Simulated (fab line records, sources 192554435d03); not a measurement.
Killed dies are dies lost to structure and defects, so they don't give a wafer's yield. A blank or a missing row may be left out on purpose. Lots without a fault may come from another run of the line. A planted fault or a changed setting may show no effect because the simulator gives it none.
Which tool did it? | flow n5_finfet | 8 lots, 24 wafers sampled, at 6 steps of a route of 1938

WHAT THE GAUGES READ, wafer by wafer
N5_BEOL_M4_RC_MEAS_101. Usual: DIBL_N 36.6 mV/V, standard deviation 2.3; DIBL_P 36.3 mV/V, standard deviation 2.8; IOFF_N 0.17 nA/um, standard deviation 0.047; IOFF_P 0.22 nA/um, standard deviation 0.048; ION_N 676 uA/um, standard deviation 14; ION_P 463 uA/um, standard deviation 9.4; SS_N 71.6 mV/dec, standard deviation 0.84; SS_P 73.4 mV/dec, standard deviation 0.85; VT_N 249 mV, standard deviation 3.7; VT_P -249 mV, standard deviation 3.6.
lot  | measured     | on        | DIBL_N (mV/V)  | DIBL_P (mV/V)  | IOFF_N (nA/um) | IOFF_P (nA/um) | ION_N (uA/um) | ION_P (uA/um) | SS_N (mV/dec)  | SS_P (mV/dec)  | VT_N (mV)   | VT_P (mV)      | flag
L920 | day 10 12:26 | prober-01 | 36.1 32.4 36.0 | 36.6 30.0 36.9 | 0.14 0.09 0.15 | 0.20 0.12 0.21 | 670 662 692   | 461 453 468   | 70.8 70.4 70.9 | 73.4 71.4 72.8 | 250 257 249 | -250 -257 -250 |
L924 | day 11 05:46 | prober-02 | 37.5 36.7 34.2 | 38.0 38.0 35.2 | 0.18 0.15 0.12 | 0.22 0.22 0.18 | 675 657 660   | 463 458 461   | 72.5 72.2 70.7 | 73.7 73.2 72.0 | 247 250 252 | -249 -250 -252 |
L926 | day 11 16:18 | prober-01 | 33.3 34.6 34.8 | 32.6 34.2 35.1 | 0.13 0.14 0.16 | 0.16 0.18 0.19 | 682 661 691   | 461 447 467   | 70.5 70.8 71.2 | 72.5 72.3 73.3 | 251 251 248 | -251 -250 -247 |
L929 | day 12 23:11 | prober-01 | 36.6 34.8 35.4 | 38.3 35.2 37.6 | 0.16 0.13 0.15 | 0.25 0.19 0.23 | 679 661 681   | 473 459 470   | 73.0 71.9 71.8 | 73.3 73.0 74.2 | 248 253 251 | -247 -253 -247 |
L931 | day 13 03:17 | prober-02 | 36.4 34.7 36.7 | 35.4 33.0 35.2 | 0.16 0.13 0.16 | 0.19 0.17 0.20 | 668 688 681   | 458 471 469   | 71.6 71.2 71.7 | 72.9 72.6 73.6 | 250 250 252 | -252 -251 -248 |
L930 | day 13 07:01 | prober-02 | 35.8 35.3 33.0 | 32.8 35.1 32.1 | 0.16 0.15 0.12 | 0.16 0.19 0.16 | 665 659 671   | 450 446 462   | 71.0 71.2 71.2 | 72.8 72.9 71.8 | 249 247 252 | -256 -252 -254 |
L932 | day 13 21:49 | prober-01 | 40.5 39.5 38.0 | 41.1 40.5 36.5 | 0.25 0.24 0.18 | 0.29 0.27 0.21 | 671 674 674   | 459 458 455   | 72.9 72.5 72.3 | 75.4 74.9 74.3 | 244 243 248 | -249 -250 -253 |
L933 | day 13 22:28 | prober-02 | 39.1 33.5 38.9 | 40.3 33.6 37.9 | 0.23 0.14 0.22 | 0.30 0.18 0.25 | 704 688 683   | 479 474 468   | 72.8 71.2 72.8 | 74.6 73.0 73.7 | 243 248 246 | -245 -249 -244 |

N5_BEOL_M15_INSPECT_30: inspects for defects (macro). Usual: raw_defect_count 2, standard deviation 1.4.
lot  | measured     | on                | raw_defect_count | flag
L920 | day 14 14:50 | defect_inspect-01 | 1 2 0            |
L924 | day 15 05:45 | defect_inspect-01 | 0 1 3            |
L926 | day 15 09:51 | defect_inspect-01 | 2 2 2            |
L929 | day 16 14:31 | defect_inspect-01 | 2 2 1            |
L931 | day 16 17:46 | defect_inspect-02 | 3 1 2            |
L930 | day 17 02:21 | defect_inspect-02 | 0 2 0            |
L932 | day 17 18:07 | defect_inspect-01 | 4 3 3            |
L933 | day 17 13:44 | defect_inspect-02 | 4 1 4            |

N5_BEOL_M15_RC_MEAS_101. Usual: COMB_M10 1.4e-11 S/m, standard deviation 3.1e-12; COMB_M11 1.4e-11 S/m, standard deviation 3.2e-12; COMB_M12 5.5e-12 S/m, standard deviation 1.3e-12; COMB_M13 4.1e-12 S/m, standard deviation 8.9e-13; COMB_M14 2.9e-12 S/m, standard deviation 8e-13; COMB_M15 1.7e-12 S/m, standard deviation 5e-13; COMB_M15_max_site 2.9e-12 S/m, standard deviation 8e-13; COMB_M5 3.6e-11 S/m, standard deviation 7.2e-12; COMB_M6 2.5e-11 S/m, standard deviation 4.8e-12; COMB_M7 2.5e-11 S/m, standard deviation 5.3e-12; COMB_M8 2.6e-11 S/m, standard deviation 5.9e-12; COMB_M9 1.33e-11 S/m, standard deviation 2.7e-12; SERP_M10 3.09 ohm/um, standard deviation 0.13; SERP_M11 3.16 ohm/um, standard deviation 0.11; SERP_M12 0.638 ohm/um, standard deviation 0.021; SERP_M13 0.308 ohm/um, standard deviation 0.0084; SERP_M14 0.160 ohm/um, standard deviation 0.0083; SERP_M5 39.7 ohm/um, standard deviation 2.2; SERP_M6 14.3 ohm/um, standard deviation 0.88; SERP_M7 14.5 ohm/um, standard deviation 0.59; SERP_M8 14.0 ohm/um, standard deviation 0.8; SERP_M9 3.12 ohm/um, standard deviation 0.092.
lot  | measured     | on        | COMB_M10 (S/m)          | COMB_M11 (S/m)          | COMB_M12 (S/m)          | COMB_M13 (S/m)          | COMB_M14 (S/m)          | COMB_M15 (S/m)          | COMB_M15_max_site (S/m) | COMB_M5 (S/m)           | COMB_M6 (S/m)           | COMB_M7 (S/m)           | COMB_M8 (S/m)           | COMB_M9 (S/m)              | SERP_M10 (ohm/um) | SERP_M11 (ohm/um) | SERP_M12 (ohm/um) | SERP_M13 (ohm/um) | SERP_M14 (ohm/um) | SERP_M5 (ohm/um) | SERP_M6 (ohm/um) | SERP_M7 (ohm/um) | SERP_M8 (ohm/um) | SERP_M9 (ohm/um) | flag
L920 | day 14 19:41 | prober-01 | 1.1e-11 1.7e-11 1.5e-11 | 1.2e-11 1.8e-11 1.4e-11 | 4.1e-12 5.9e-12 5.3e-12 | 5.3e-12 3.5e-12 4.9e-12 | 2.4e-12 2.3e-12 2.4e-12 | 1.2e-12 1.8e-12 2.5e-12 | 1.8e-12 2.1e-12 3.9e-12 | 3.1e-11 3.1e-11 3.8e-11 | 1.9e-11 3.9e-11 2.9e-11 | 2e-11 2.2e-11 3.1e-11   | 2.3e-11 2.9e-11 2.3e-11 | 1.58e-11 1.63e-11 9.7e-12  | 3.10 3.23 3.26    | 3.16 2.94 3.27    | 0.616 0.633 0.613 | 0.304 0.320 0.312 | 0.163 0.155 0.148 | 39.3 38.3 40.3   | 13.8 15.5 14.4   | 13.6 14.6 13.6   | 12.9 13.2 13.2   | 3.10 3.26 3.05   |
L924 | day 15 10:32 | prober-02 | 1.4e-11 1.4e-11 1.5e-11 | 2.2e-11 2.4e-11 1.2e-11 | 6.1e-12 6.4e-12 5.4e-12 | 4e-12 4.2e-12 4.5e-12   | 1e-12 2.6e-12 1.2e-12   | 1.6e-12 1.8e-12 9e-13   | 2.7e-12 2.2e-12 1.3e-12 | 5.3e-11 3.5e-11 4.6e-11 | 3.1e-11 2.8e-11 2.9e-11 | 2.2e-11 2.9e-11 3.6e-11 | 2.3e-11 2.5e-11 2.4e-11 | 1.33e-11 9e-12 1.2e-11     | 3.03 3.21 2.92    | 3.02 3.38 3.19    | 0.623 0.641 0.676 | 0.308 0.303 0.308 | 0.155 0.172 0.170 | 37.4 39.7 39.3   | 14.3 13.5 13.1   | 14.2 14.2 14.0   | 13.6 14.7 15.9   | 3.15 3.12 3.19   |
L926 | day 15 12:30 | prober-01 | 1.1e-11 1.4e-11 1.4e-11 | 1.8e-11 1.3e-11 1.9e-11 | 6.4e-12 5.4e-12 4.6e-12 | 3.9e-12 4.2e-12 3.6e-12 | 3.8e-12 2.9e-12 3.9e-12 | 1.6e-12 2e-12 1.5e-12   | 2e-12 3.5e-12 4.1e-12   | 4.8e-11 3.8e-11 4.1e-11 | 2.6e-11 2e-11 2.7e-11   | 3.3e-11 3.1e-11 2.9e-11 | 1.5e-11 1.5e-11 2.1e-11 | 1.44e-11 1.22e-11 1.3e-11  | 3.35 3.20 3.33    | 3.13 3.15 2.81    | 0.638 0.644 0.650 | 0.305 0.304 0.307 | 0.170 0.149 0.179 | 43.2 39.8 41.8   | 13.3 14.8 14.0   | 14.7 14.8 14.6   | 13.8 14.5 14.4   | 3.09 3.05 3.16   |
L929 | day 16 17:23 | prober-01 | 1.5e-11 2.2e-11 1.3e-11 | 1.3e-11 1.3e-11 1.3e-11 | 3.6e-12 4.3e-12 5.5e-12 | 4.1e-12 3.1e-12 3.6e-12 | 2.1e-12 3.7e-12 3.2e-12 | 2.6e-12 1.6e-12 2.2e-12 | 4.1e-12 2.2e-12 3.7e-12 | 2.7e-11 6e-11 3.6e-11   | 2.1e-11 2.7e-11 2.4e-11 | 2.9e-11 2.9e-11 2.5e-11 | 2.3e-11 2.5e-11 1.7e-11 | 2.06e-11 1.09e-11 1.1e-11  | 3.13 3.10 2.95    | 3.10 3.10 3.09    | 0.651 0.633 0.624 | 0.310 0.316 0.298 | 0.153 0.147 0.159 | 40.0 42.1 38.3   | 13.8 14.1 13.7   | 14.4 13.9 13.5   | 15.0 13.8 15.6   | 3.05 3.18 3.08   |
L931 | day 16 21:52 | prober-02 | 9e-12 1.2e-11 1.4e-11   | 1.6e-11 1.8e-11 1.4e-11 | 6.6e-12 7.1e-12 6.2e-12 | 4.2e-12 5.6e-12 4.7e-12 | 2.7e-12 3.3e-12 3.2e-12 | 1.8e-12 2.4e-12 2.3e-12 | 2.9e-12 4.5e-12 3.6e-12 | 3.5e-11 2.5e-11 3.6e-11 | 2.4e-11 2.2e-11 2.2e-11 | 2.6e-11 2.6e-11 3.2e-11 | 3.5e-11 2.6e-11 2.2e-11 | 1.22e-11 1.33e-11 1.82e-11 | 3.16 3.22 3.09    | 2.95 3.12 3.25    | 0.679 0.630 0.636 | 0.307 0.307 0.311 | 0.150 0.157 0.151 | 37.7 40.7 37.4   | 15.7 14.7 14.3   | 14.2 14.9 14.4   | 14.1 14.1 13.6   | 3.08 2.94 3.03   |
L930 | day 17 06:23 | prober-01 | 1.7e-11 1.8e-11 1.5e-11 | 1.5e-11 1.1e-11 1.4e-11 | 8.5e-12 5.8e-12 5.7e-12 | 5.3e-12 3.4e-12 3e-12   | 1.9e-12 1.7e-12 5e-12   | 2e-12 2.2e-12 1.4e-12   | 2.5e-12 3.4e-12 3.3e-12 | 3.9e-11 4.7e-11 2.8e-11 | 1.7e-11 1.8e-11 2.3e-11 | 4.1e-11 2.7e-11 2.7e-11 | 2.9e-11 2.4e-11 2.2e-11 | 1.59e-11 1.98e-11 1.58e-11 | 2.90 3.05 3.17    | 3.13 3.16 3.15    | 0.631 0.617 0.626 | 0.309 0.316 0.306 | 0.160 0.151 0.158 | 40.6 42.6 42.3   | 13.7 13.7 13.4   | 15.4 15.0 14.7   | 13.8 13.9 13.5   | 3.02 3.11 3.02   |
L932 | day 17 23:05 | prober-01 | 1.1e-11 9e-12 1.2e-11   | 1.4e-11 1.7e-11 1.5e-11 | 6.4e-12 6.1e-12 5.6e-12 | 3.6e-12 4.1e-12 3.2e-12 | 3.9e-12 3.4e-12 2.7e-12 | 1.6e-12 1.2e-12 1.4e-12 | 3.3e-12 2.5e-12 2.2e-12 | 2.8e-11 3.1e-11 3.3e-11 | 2.3e-11 2.4e-11 2.3e-11 | 2.7e-11 1.8e-11 3.3e-11 | 1.5e-11 2.5e-11 2.6e-11 | 1.25e-11 1.73e-11 8.1e-12  | 3.08 3.31 3.09    | 2.95 2.95 3.00    | 0.655 0.640 0.616 | 0.307 0.306 0.325 | 0.174 0.171 0.154 | 42.2 38.9 38.4   | 15.4 15.1 15.5   | 14.1 13.2 13.6   | 15.5 14.6 15.4   | 2.84 3.12 2.89   |
L933 | day 17 18:52 | prober-02 | 1.1e-11 2e-11 1.4e-11   | 1e-11 1.5e-11 1.1e-11   | 8.4e-12 4.6e-12 4.6e-12 | 4.4e-12 4.7e-12 2.3e-12 | 2.4e-12 3.6e-12 3e-12   | 1e-12 1.2e-12 1.1e-12   | 1.4e-12 3.2e-12 2.3e-12 | 2.6e-11 2.9e-11 2e-11   | 3.1e-11 2.9e-11 3.7e-11 | 2.8e-11 2.5e-11 3.1e-11 | 1.9e-11 3.3e-11 2.2e-11 | 1.38e-11 1.46e-11 1.55e-11 | 3.13 3.03 3.17    | 3.11 3.34 3.28    | 0.623 0.654 0.651 | 0.306 0.298 0.301 | 0.173 0.174 0.155 | 39.7 40.0 38.7   | 15.0 14.0 15.1   | 14.4 14.4 14.9   | 12.3 12.6 13.4   | 3.15 3.12 3.07   |

WHICH TOOL RAN EACH LOT (tool, then ch and the chambers of the sampled wafers, then the start)
lot  | N5_BEOL_M15_DEGAS_41         | N5_BEOL_M15_SPUTTER_44       | N5_BEOL_M15_CMP_49
L920 | pvd_sputter-01, day 14 18:14 | pvd_sputter-01, day 14 18:23 | cmp-01 ch 0,1,2, day 14 19:13
L924 | pvd_sputter-01, day 15 09:10 | pvd_sputter-01, day 15 09:19 | cmp-02 ch 0,1,2, day 15 10:08
L926 | pvd_sputter-03, day 15 10:55 | pvd_sputter-03, day 15 11:05 | cmp-02 ch 2,3, day 15 12:04
L929 | pvd_sputter-01, day 16 15:51 | pvd_sputter-01, day 16 16:01 | cmp-01 ch 1,3, day 16 16:45
L931 | pvd_sputter-01, day 16 20:11 | pvd_sputter-01, day 16 20:20 | cmp-02 ch 2,3, day 16 21:04
L930 | pvd_sputter-03, day 17 04:49 | pvd_sputter-03, day 17 04:59 | cmp-03 ch 2,3, day 17 05:43
L932 | pvd_sputter-01, day 17 21:35 | pvd_sputter-01, day 17 21:44 | cmp-02 ch 0,1, day 17 22:39
L933 | pvd_sputter-02, day 17 16:51 | pvd_sputter-02, day 17 17:01 | cmp-03 ch 2,3, day 17 17:56
- N5_BEOL_M15_DEGAS_41: time 60 s.
- N5_BEOL_M15_SPUTTER_44: material Ta, target thk 15 nm, time 24.19 s.
- N5_BEOL_M15_CMP_49: polishes, stops on SiO2, t overpolish 4.9 s, target thk 850 nm.

WHAT THE TOOLS THEMSELVES READ (means of the sampled wafers that have a number; where no wafer has one, the mark that the record gives instead)
N5_BEOL_M15_DEGAS_41. Usual: heater_power_w 462 W, standard deviation 47; susceptor_temp_C 300.00 C, standard deviation 0.19.
lot  | tool           | heater_power_w (W) | susceptor_temp_C (C) | flag
L920 | pvd_sputter-01 | 465                | 299.98               |
L924 | pvd_sputter-01 | 462                | 300.05               |
L926 | pvd_sputter-03 | 464                | 300.11               |
L929 | pvd_sputter-01 | 448                | 300.13               |
L931 | pvd_sputter-01 | 467                | 299.89               |
L930 | pvd_sputter-03 | 468                | 299.98               |
L932 | pvd_sputter-01 | 433                | 300.06               |
L933 | pvd_sputter-02 | 463                | 299.84               |

N5_BEOL_M15_SPUTTER_44. Usual: bias_v 79.9 V, standard deviation 0.75; cathode_dc_power_W 15000 W, standard deviation 2.8; susceptor_temp_C 49.99 C, standard deviation 0.12; throttle_valve_pct 29.9 %, standard deviation 0.92.
lot  | tool           | bias_v (V) | cathode_dc_power_W (W) | susceptor_temp_C (C) | throttle_valve_pct (%) | flag
L920 | pvd_sputter-01 | 80.1       | 15001                  | 49.99                | 29.3                   |
L924 | pvd_sputter-01 | -          | -                      | -                    | -                      | OFF
L926 | pvd_sputter-03 | -          | -                      | -                    | -                      | OFF
L929 | pvd_sputter-01 | 80.5       | 14999                  | 49.97                | 29.9                   |
L931 | pvd_sputter-01 | 79.5       | 15003                  | 49.90                | 29.7                   |
L930 | pvd_sputter-03 | 79.7       | 14999                  | 49.98                | 30.7                   |
L932 | pvd_sputter-01 | 80.3       | 15001                  | 50.06                | 29.6                   |
L933 | pvd_sputter-02 | 79.7       | 15001                  | 50.04                | 29.7                   |

N5_BEOL_M15_CMP_49. Usual: barrier_field_endpoint_s 11.2 s, standard deviation 0.38; motor_current_A 8.1 A, standard deviation 0.72.
lot  | tool   | barrier_field_endpoint_s (s) | motor_current_A (A) | flag
L920 | cmp-01 | 11.1                         | 7.8                 |
L924 | cmp-02 | 5.4                          | 8.6                 | OFF
L926 | cmp-02 | 5.7                          | 8.7                 | OFF
L929 | cmp-01 | 11.4                         | 7.4                 |
L931 | cmp-02 | 11.2                         | 8.6                 |
L930 | cmp-03 | 10.8                         | 7.0                 |
L932 | cmp-02 | 11.1                         | 8.8                 |
L933 | cmp-03 | 11.1                         | 7.3                 |

THE ANSWER, worked out from the rows above alone
Rule: a lot is off if the mean of its wafers that have a number lies more than 3 standard deviations from the usual mean. A lot without any number at a reading at which 4 lots or more have one is off too. The other lots that the step has rows for count as sound. The gauges are gone through in route order, then the tools' own readings, and for those a lot's mean is taken as printed above. The first step at which some lot is off is used, and at that step the reading that is off furthest; a lot without a number counts as furthest.
Off: L924, L926, at N5_BEOL_M15_SPUTTER_44 (bias_v). Without a number there: L924, L926.
A tool fits if, at that step or a process step before it, it ran every lot that is off, and no sound lot after the first of them. None of those tried fits.

WHAT THE SIMULATOR HAD PUT IN
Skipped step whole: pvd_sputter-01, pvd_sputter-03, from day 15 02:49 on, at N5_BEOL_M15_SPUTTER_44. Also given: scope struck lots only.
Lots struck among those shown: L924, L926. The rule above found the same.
